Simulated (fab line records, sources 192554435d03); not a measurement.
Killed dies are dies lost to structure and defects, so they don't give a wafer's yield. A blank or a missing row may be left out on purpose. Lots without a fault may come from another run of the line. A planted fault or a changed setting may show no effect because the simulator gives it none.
fab line records | flow n5_finfet
record lots=4 wafers=12 last_day=17
route steps=1938 shown BEOL_M4@1099 BEOL_M5@1112 PASS1_CAP@1874 PASSIVATION@1936
lots that met no fault: from a run of the same line without faults
start_h: hours from the record's first day to the start of the lot's first wafer shown | wait_h: hours since the lot's step before | " the same as in the row above | L1.1+2: a row that stands for several wafers | - no value, or no start given | * or withheld: withheld | < > ~ a bound
route shown NAME@n: a module of which the file shows steps, and the number in the route of the first | usual: mean/standard deviation of fault-free wafers | same: alike in all rows | chamber/n: place in a boat | sites: the reading at each site | _std_site: their standard deviation | _edge_site: outer sites' mean less inner sites' | radius_mm: how far each site lies from the wafer's centre | mask NAME#n: copy n | behind: the tool/chamber that last shaped the wafer | hold: why the lot was held/for how many hours/how that ended | device: the transistor (n, p or np) that didn't switch | end of line: the same wafers' tests at the end of the route | a step without rows: its recipe alone | killed: dies lost to structure and defects at the first sort, not the wafer's yield | map: a wafer's dies, x killed, . not, _ none there
set.NAME: the setting as run; set.NAME@STEP: as run at that earlier step | model.NAME: the simulator's own value behind a step, which no gauge read
lots at some steps of the route; a table a step, a row a wafer
services: from which hour (start_h, from the record's first day; less than 0 if before it) a tool's chamber was out of use, for how many hours, and why
## steps
# step N5_BEOL_M4_ANNEAL_95
# recipe temp_c=400 time_s=240 ambient=vacuum
# step N5_BEOL_M4_SPUTTER_96
# recipe material=Cu target_thk_a=45 temp_c=-20 chamber_pressure_pa=0.07 power_w=withheld time_s=8.29
# step N5_BEOL_M4_ECD_50
# recipe material=Cu target_thk_a=3000
# step N5_BEOL_M4_ANNEAL_51
# recipe temp_c=225 time_s=90 ambient=N2
# step N5_BEOL_M4_CMP_52
# recipe stop_on=SiOC t_overpolish_s=6.8 down_force_psi=1 platen_rpm=50 clearing_platen_down_force_psi=1.5 clearing_platen_rpm=50 post_cmp_clean=cu_alkaline target_thk_nm=40 clearing_platen_pad_velocity_m_s=0.99484 pad_velocity_m_s=0.99484
# step N5_BEOL_M4_PRE_CLEAN_60
# recipe gas=NH3/H2 time_s=15 temp_c=* rf_power_w=300
# step N5_BEOL_M4_CO_CAP_55
# recipe material=Co target_thk_a=20 temp_c=200 precursor=CCTBA/H2 pressure_torr=30 time_s=102.1
# step N5_BEOL_M4_PRE_CLEAN_56
# recipe gas=NH3 time_s=15 temp_c=withheld rf_power_w=300
# step N5_BEOL_M4_DEP_57
# recipe material=SiCN target_thk_a=80 temp_c=withheld precursor=3MS/NH3 pressure_torr=3 rf_w=202 time_s=14
# step N5_BEOL_M4_RC_MEAS_101
# usual DIBL_N=35.9/1.9 DIBL_P=35.8/2.4 IOFF_N=0.15/0.031 IOFF_P=0.21/0.037 ION_N=672/13 ION_P=462/8.3 SS_N=71.5/0.72 SS_P=73.2/0.67 VT_N=250/3.4 VT_P=-250/3.4
# columns lot.wafer tool chamber start_h wait_h DIBL_N[mV/V] DIBL_P[mV/V] IOFF_N[nA/um] IOFF_P[nA/um] ION_N[uA/um] ION_P[uA/um] SS_N[mV/dec] SS_P[mV/dec] VT_N[mV] VT_P[mV]
L216.2 prober-01 0 176.76 0.2 33.4 33.5 0.11 0.19 653 460 70.2 72.6 254 -249
L216.5 " 0 " " 34.8 35.1 0.13 0.21 664 465 71.0 73.1 251 -248
L216.6 " 0 " " 36.4 37.7 0.17 0.27 670 473 71.2 73.5 251 -244
L227.2 prober-01 0 253.21 0.2 36.7 37.0 0.17 0.26 680 473 72.0 73.4 249 -245
L227.5 " 0 " " 36.3 35.2 0.16 0.22 688 470 72.1 72.8 248 -249
L227.6 " 0 " " 34.6 34.0 0.13 0.21 669 465 70.4 73.2 251 -246
L229.1 prober-01 0 261.27 0.0 34.7 34.6 0.13 0.17 683 461 71.6 72.8 251 -254
L229.2 " 0 " " 35.5 34.5 0.13 0.17 672 453 71.2 72.5 253 -254
L229.4 " 0 " " 35.3 35.2 0.12 0.18 668 458 71.0 73.2 254 -255
L237.2 prober-01 0 310.18 0.2 36.0 36.0 0.15 0.20 682 470 71.4 74.1 248 -252
L237.4 " 0 " " 35.6 35.8 0.14 0.19 671 460 71.7 73.4 251 -253
L237.6 " 0 " " 37.9 39.3 0.19 0.25 694 471 72.8 74.7 248 -248
# step N5_BEOL_M5_ILD_DEP_00
# recipe material=SiCOH_lowk target_thk_a=1406.4 temp_c=300 precursor=DEMS/porogen pressure_torr=5 rf_w=500 time_s=25.9
# step N5_BEOL_M5_CURE_79
# recipe temp_c=385 time_s=240 ambient=He/Ar material=SiCOH_lowk
# step N5_BEOL_M5_PECVD_70
# recipe material=SiO2 target_thk_a=160 temp_c=400 precursor=TEOS/O2 pressure_torr=5.5 rf_w=450 teos_flow_sccm=53.8 gas=O2 flow_sccm=3000 time_s=18
# step N5_BEOL_M5_HM_DEP_02
# recipe material=TiN target_thk_a=200 temp_c=25 chamber_pressure_pa=0.49996
# step N5_BEOL_M5_COAT_59
# recipe resist=SOC temp_c=250 time_s=60 spin_rpm=1500 resist_thk_nm=60
# step N5_BEOL_M5_COAT_60
# recipe resist=SiARC temp_c=220 time_s=60 spin_rpm=1500 resist_thk_nm=12
# step N5_BEOL_M5_COAT_71
# recipe resist=underlayer temp_c=205 time_s=60 spin_rpm=1500 resist_thk_nm=5
# step N5_BEOL_M5_COAT_05
# recipe resist=CAR-EUV spin_rpm=1500 resist_thk_nm=30
# step N5_BEOL_M5_EBR_07
# recipe solvent=PGMEA ebr_width_mm=1.5
# step N5_BEOL_M5_SOFTBAKE_06
# recipe temp_c=110 time_s=60 resist=CAR-EUV
# step N5_BEOL_M5_EXPOSE_08
# recipe mask_id=M5 na=0.33 source_shape=annular sigma_inner=0.4 sigma_outer=0.8 polarization=unpolarized target_cd_nm=28 dose_mj=35.75
# step N5_BEOL_M5_PEB_09
# recipe peb_temp_c=100 peb_time_s=60 resist=CAR-EUV
# step N5_BEOL_M5_DEVELOP_10
# recipe develop_time_s=30 developer=TMAH resist=CAR-EUV rinse_liquid=surfactant_rinse dry=air_spin dev_temp_c=23
# step N5_BEOL_M5_DESCUM_16
# recipe chemistry=O2 time_s=7 source_power_w=50 bias_power_w=20 pressure_mtorr=20 rf_frequency_hz=2.712e+07 temp_c=40 resist=CAR-EUV o2_flow_sccm=225
# step N5_BEOL_M5_ETCH_72
# recipe chemistry=N2/H2 target=underlayer target_depth_a=65 mask_material=CAR-EUV time_s=5.2 ion_energy_ev=200 pressure_mtorr=30 source_w=840 bias_w=150 n2_flow_sccm=200 h2_flow_sccm=200 ends=cleared
# step N5_BEOL_M5_ETCH_61
# recipe chemistry=CF4 target=SiARC target_depth_a=156 mask_material=CAR-EUV time_s=26 ion_energy_ev=80 pressure_mtorr=40 source_w=545 bias_w=36 Ar_flow_sccm=100 cf4_flow_sccm=100 ends=cleared
# step N5_BEOL_M5_ETCH_62
# recipe chemistry=N2/H2 target=SOC target_depth_a=750 overetch_a=150 mask_material=SiARC temp_c=40 time_s=112.5 ion_energy_ev=200 pressure_mtorr=30 source_w=840 bias_w=150 n2_flow_sccm=200 h2_flow_sccm=200
# step N5_BEOL_M5_STRIP_63
# recipe chemistry=N2/H2 temp_c=40 n2_flow_sccm=200 h2_flow_sccm=200 rf_frequency_hz=6e+07
# step N5_BEOL_M5_STRIP_73
# recipe chemistry=N2/H2 temp_c=40 n2_flow_sccm=200 h2_flow_sccm=200 rf_frequency_hz=6e+07
# step N5_BEOL_M5_STRIP_64
# recipe chemistry=CF4 resist=SiARC power_w=300 bias_power_w=75 pressure_mtorr=50 cf4_flow_sccm=150 rf_frequency_hz=6e+07
# step N5_BEOL_M5_HM_OPEN_17
# recipe chemistry=Cl2/BCl3 target_depth_a=200 overetch_a=60 target=TiN mask_material=SOC ion_energy_ev=150 pressure_mtorr=10 icp_w=1000 bias_w=126 Cl2_flow_sccm=53.25 bcl3_flow_sccm=21.75 Ar_flow_sccm=25
# step N5_BEOL_M5_STRIP_19
# recipe chemistry=O2 power_w=400 temp_c=40 pressure_mtorr=30 rf_frequency_hz=6e+07 bias_power_w=0 overash_fraction=0.2 o2_flow_sccm=225
# step N5_BEOL_M5_COAT_65
# recipe resist=SOC temp_c=250 time_s=60 spin_rpm=1500 resist_thk_nm=60
# step N5_BEOL_M5_COAT_66
# recipe resist=SiARC temp_c=220 time_s=60 spin_rpm=1500 resist_thk_nm=12
# step N5_PASSIVATION_PECVD_01
# recipe material=SiNx target_thk_a=2000 temp_c=400 precursor=SiH4/NH3/N2 pressure_torr=4.9 rf_w=1406 time_s=43.2
# usual heater_power_w=395/86 showerhead_plenum_p_Torr=8.70/0.071 throttle_valve_pct=29.5/1.8
# columns lot.wafer tool chamber start_h wait_h heater_power_w showerhead_plenum_p_Torr since_wet_clean_h throttle_valve_pct model.SiNx_of_PASSIVATION_PECVD_01.thk_nm
L216.2 pecvd-03 2 274.41 0.0 360 8.73 224 29.1 198
L216.5 " 2 " " 367 8.73 - 29.3 201.2
L216.6 " 1 " " 320 8.82 - 27.5 198.2
L227.2 pecvd-03 2 358.74 0.0 432 8.70 308 29.6 207.4
L227.5 " 0 " " 351 8.62 - 30.1 201
L227.6 " 1 " " 347 8.84 - 27.5 199.2
L229.1 pecvd-03 1 366.44 0.0 396 8.84 1795 27.3 197
L229.2 " 2 " " 418 8.70 316 29.6 205.8
L229.4 " 1 " " 400 8.84 - 27.5 198.6
L237.2 pecvd-04 1 401.50 0.0 474 8.75 1649 31.4 200.8
L237.4 " 0 " " 198 8.71 - 32.5 197.4
L237.6 " 1 " " 486 8.75 - 31.5 202.4
# step N5_PASSIVATION_PROBE_49
# usual defect_limited_yield=91.6/1.2 killed_at_M0_to_M3=33/9.4 killed_at_M4_up=13/5.2 killed_at_contacts=13/5.6 killed_at_front_end=37/9.5 killed_at_other=4/3.1 killed_dies=99/15 killed_on_rim=13/3.6 killed_open=65/11 killed_short=32/7.5 sort_bin_5_function=4.9/0.77 sort_bin_6_memory=3.1/0.65 sort_n_pass=1081/15 sort_yield_pct=91.6/1.2
# same gross_dies=1180 killed_at_back_side=0 sort_bin_4_leakage[%]=0 sort_bin_8_speed[%]=0
# columns lot.wafer tool chamber start_h wait_h defect_limited_yield[%] killed_at_M0_to_M3 killed_at_M4_up killed_at_contacts killed_at_front_end killed_at_other killed_dies killed_on_rim killed_open killed_short sort_bin_5_function[%] sort_bin_6_memory[%] sort_n_pass sort_yield_pct[%]
L227.2 prober-01 - 368.25 0.1 77.4 42 13 10 58 144 267 18 87 42 18.1 4.2 913 77.4
L227.5 prober-01 - 368.40 0.2 92.8 32 6 16 29 2 85 14 59 25 4.2 2.7 1095 92.8
L227.6 prober-01 - 368.45 0.3 88.5 54 19 19 43 1 136 14 106 30 6.5 4.6 1044 88.5
L229.1 prober-02 - 374.36 0.0 90.3 41 8 10 55 0 114 14 74 40 5.7 3.8 1066 90.3
L229.2 prober-02 - 374.41 0.1 80.2 29 15 16 39 135 234 14 69 30 16.1 3.4 946 80.2
L229.4 prober-02 - 374.51 0.2 93.5 24 7 24 22 0 77 8 44 32 4.5 1.9 1103 93.5
L237.2 prober-01 - 408.89 0.1 92.2 25 14 7 40 6 92 10 71 21 4.2 3.6 1088 92.2
L237.4 prober-01 - 408.99 0.2 91.4 32 5 12 45 7 101 12 58 43 5.5 2.7 1079 91.4
L237.6 prober-01 - 409.09 0.3 90.3 41 10 20 36 7 114 15 69 43 5.8 3.3 1066 90.3
# killed by level:class
L227.2 PASS1_CAP:area_pecvd=138 STI_FIN_REVEAL:geometric_particle:open=18 BEOL_M0_SAQP:geometric_particle:open=17 FIN_SAQP:geometric_particle:short=10 BEOL_M0_SAQP:geometric_particle:short=9 MOL_CONTACT_COAG:geometric_particle:open=8 FIN_SAQP:geometric_particle:open=7 BEOL_M4:geometric_particle:open=6
L227.5 STI_FIN_REVEAL:geometric_particle:open=15 MOL_CONTACT_COAG:geometric_particle:open=14 BEOL_M0_SAQP:geometric_particle:short=10 BEOL_M2:geometric_particle:open=8 BEOL_M0_SAQP:geometric_particle:open=7 FIN_SAQP:geometric_particle:short=4 BEOL_M1:geometric_particle:open=4 STI_FIN_REVEAL:geometric_particle:short=2
L227.6 BEOL_M0_SAQP:geometric_particle:open=18 STI_FIN_REVEAL:geometric_particle:open=16 MOL_CONTACT_COAG:geometric_particle:open=15 FIN_SAQP:geometric_particle:open=11 BEOL_M2:geometric_particle:open=10 BEOL_M0_SAQP:geometric_particle:short=10 STARTING-WAFER:geometric_particle:open=6 BEOL_M1:geometric_particle:open=5
L229.1 FIN_SAQP:geometric_particle:short=17 BEOL_M3:geometric_particle:open=14 FIN_SAQP:geometric_particle:open=9 BEOL_M2:geometric_particle:open=9 MOL_CONTACT_COAG:geometric_particle:open=8 STI_FIN_REVEAL:geometric_particle:open=7 BEOL_M0_SAQP:geometric_particle:open=6 SPACER0:geometric_particle:short=4
L229.2 PASS1_CAP:area_pecvd=134 MOL_CONTACT_COAG:geometric_particle:open=12 STI_FIN_REVEAL:geometric_particle:open=11 BEOL_M4:geometric_particle:open=10 BEOL_M3:geometric_particle:open=9 GATE_CUT:geometric_particle:short=6 BEOL_M0_SAQP:geometric_particle:open=6 FIN_SAQP:geometric_particle:open=4
L229.4 MOL_CONTACT_COAG:geometric_particle:open=16 BEOL_M0_SAQP:geometric_particle:short=9 MOL_CONTACT_COAG:geometric_particle:short=8 BEOL_M0_SAQP:geometric_particle:open=6 GATE_CUT:geometric_particle:short=5 BEOL_M3:geometric_particle:open=4 FIN_SAQP:geometric_particle:open=3 STI_FIN_REVEAL:geometric_particle:open=3
L237.2 FIN_SAQP:geometric_particle:open=13 BEOL_M2:geometric_particle:open=9 BEOL_M0_SAQP:geometric_particle:open=9 FIN_SAQP:geometric_particle:short=7 BEOL_M4:geometric_particle:open=7 MOL_CONTACT_COAG:geometric_particle:open=6 STI_FIN_REVEAL:geometric_particle:open=5 DUMMY_GATE:geometric_particle:open=4
L237.4 STI_FIN_REVEAL:geometric_particle:open=11 BEOL_M3:geometric_particle:open=9 BEOL_M0_SAQP:geometric_particle:short=8 MOL_CONTACT_COAG:geometric_particle:open=7 FIN_SAQP:geometric_particle:short=6 FIN_SAQP:geometric_particle:open=6 BEOL_M2:geometric_particle:open=6 MOL_CONTACT_COAG:geometric_particle:short=5
L237.6 MOL_CONTACT_COAG:geometric_particle:open=17 BEOL_M0_SAQP:geometric_particle:short=13 BEOL_M4:geometric_particle:open=8 BEOL_M0_SAQP:geometric_particle:open=8 FIN_SAQP:geometric_particle:open=5 FIN_SAQP:geometric_particle:short=5 BEOL_M2:geometric_particle:open=5 BEOL_M1:geometric_particle:open=5
# map L227.2 (x killed, . not)
_________________............________________
______________..x............x.._____________
___________...............x........__________
__________.....x....x.x...x........._________
________.x..........x..........x......_______
_______...x................x....x.....x______
______.........x........xx.......x......_____
_____.....x...x......x.xxx......x.......x____
____x............x.x..x...x.............x.___
___x..x...........xxx..x..x....xx..........__
___...............xx.xxx.xx.x..xx.......x..__
__...........xx...x....x.x.xx.......x......._
__...............x.xxxx..xx..xxxxx........x._
_........x....x.x....xxxxxxxx.x....x.........
_..........x......xxxxxxxxx.xxxx.............
_...x.....x...x..xxx.xxx.x...x.xxx.........xx
_..x..x.x..x.x.x..xxxxxxx.x..xx...x..x.......
_..............x.x.xxxxxxx..x...x.xx.x.......
_............xxxx.xxx.x..xxxx.xxxxx...xx.....
_..........x.x..x.x.xxxx.xxx.xx.x.......x....
_.........x.....x..xxxxxxx....xx...x....xx...
__.............x...xxxxxxxxx.....xx.......x._
__......x.........xxx....x...x.x..x....x...._
___.......xx...xx..x..x...x.x...x..........__
___.x........x.x..........x....x......x....__
____....x..........x.....x.....x..........___
_____x..x.......x..........x.x..x.x...x..____
______.......................x.........._____
_______....x.x.x........x...x..........______
________.......x....xx...............x_______
__________........x.....x..........._________
___________.....x....x.....x...x...__________
______________..x..x............_____________
_________________xx.....xx...________________
# map L229.2 (x killed, . not)
_________________..x........x________________
______________............x....._____________
___________.......................x__________
__________.........................._________
________................xx............_______
_______........x.xx..........x.........______
______.....x............................_____
_____..x................x................____
____.................x.xx.....xx....x.....___
___............x..x.xx..x...............x..__
___.......xx......x..xxxxxxx.........x.....__
__.............x...x....xx....x............._
__..............x....x.x.x..xxx......x......_
_.............x..x.x.xx.xxxxxxxx.............
_.......xx...x...x...xxx.xxx...x.x..xx.......
_x.x.........xx.x.xxxx..x..xx.x..............
_.........x..x.x.xxxxxxxxxxx.x..x..x.........
_x...x.....x....x.x.xx..xxxxx........x.......
_....x...x.x...x.x..xxx.xx.xx.........x......
_.xx......x.x..xxx...x...xxx.xx......x.......
_............x...xxxxx.xxxx.xxxx..x..........
__x...........x..xxxx..xx.xxxx..x....x......_
__.......xx..x.x...xx....xxxx.x............._
___......x....x.....xxxx.xx........x.x....x__
___x..xx.........x...x..x......x...........__
____.............x.....x..x......x........___
_____....x...........x...........x....x..____
______........x..x...x...x............x._____
_______x....x..........................______
________x...........x................._______
__________...x.....x................_________
___________....xxx...x..x..........__________
______________.......xx....x...._____________
_________________...x.xx.....________________
## services
# columns tool chamber start_h hours kind
pecvd-03 0 262.20 2.1 scheduled_down
pecvd-04 - 275.15 6.0 pm
pecvd-04 1 292.53 5.5 scheduled_down
pecvd-03 - 311.16 3.1 repair
pecvd-04 - 357.43 0.9 repair
pecvd-04 - 368.56 4.9 repair
pecvd-03 2 397.38 3.8 repair
## key
first_sign step=N5_PASSIVATION_PROBE_49 reading=killed_at_other direction=up sigmas=44 usual=4 struck=140
effect step=N5_PASSIVATION_PROBE_49 reading=sort_bin_5_function direction=up sigmas=16 usual=4.9 struck=17.1
model_effect step=N5_PASSIVATION_PECVD_01 value=SiNx_of_PASSIVATION_PECVD_01.thk_nm without=193.5 struck=206.6
more_kills_born_at N5_PASSIVATION_PECVD_01@pecvd-03=272
met_at N5_PASSIVATION_PECVD_01
struck_wafers L227.2,L229.2
onset_between 274.41 358.74
fault kind=process_parameter_drift tool=pecvd-03 chamber=- onset_h=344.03 steps=N5_PASSIVATION_PECVD_01 channel=time_s offset=* shape=step end_h=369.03 scope=struck_wafers_only acts_in=* stated=*
